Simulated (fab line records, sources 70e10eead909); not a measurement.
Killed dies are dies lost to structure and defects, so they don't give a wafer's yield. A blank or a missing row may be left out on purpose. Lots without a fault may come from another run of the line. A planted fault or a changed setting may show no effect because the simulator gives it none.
Which tool did it? | flow nand_harc | 7 lots, 21 wafers sampled, at 1 step of a route of 1302

WHAT THE GAUGES READ, wafer by wafer
NHARC_P_START_INSPECT_01.
lot  | measured     | on                | raw_defect_count
L254 | day 2 06:02  | defect_inspect-01 | 3 3 4
L256 | day 3 02:02  | defect_inspect-02 | 3 4 3
L262 | day 5 14:02  | defect_inspect-01 | 2 1 3
L270 | day 8 22:02  | defect_inspect-02 | 1 3 2
L272 | day 9 18:02  | defect_inspect-01 | 5 6 3
L274 | day 10 14:02 | defect_inspect-02 | 3 1 3
L276 | day 11 10:02 | defect_inspect-01 | 7 2 1

WHICH TOOL RAN EACH LOT (tool, then ch and the chambers of the sampled wafers, then the start)
The record holds no process step before these readings.

THE ANSWER, worked out from the rows above alone
Rule: what is usual is taken from the lots themselves. Put in order of their means at a reading, lots are off if they are a third of the lots or fewer, leave a main group of 4 or more, and stand apart from it by a gap of 3 or more times the standard deviation of the main group's means; of several such gaps the widest counts. A main group whose means are all the same, to the digits that the tables above print for the reading, isn't used. A lot without any number at a reading at which 4 lots or more have one is off too. The other lots that the step has rows for count as sound.
No lot is off at any reading shown: from this, nothing can be told.

WHAT THE SIMULATOR HAD PUT IN
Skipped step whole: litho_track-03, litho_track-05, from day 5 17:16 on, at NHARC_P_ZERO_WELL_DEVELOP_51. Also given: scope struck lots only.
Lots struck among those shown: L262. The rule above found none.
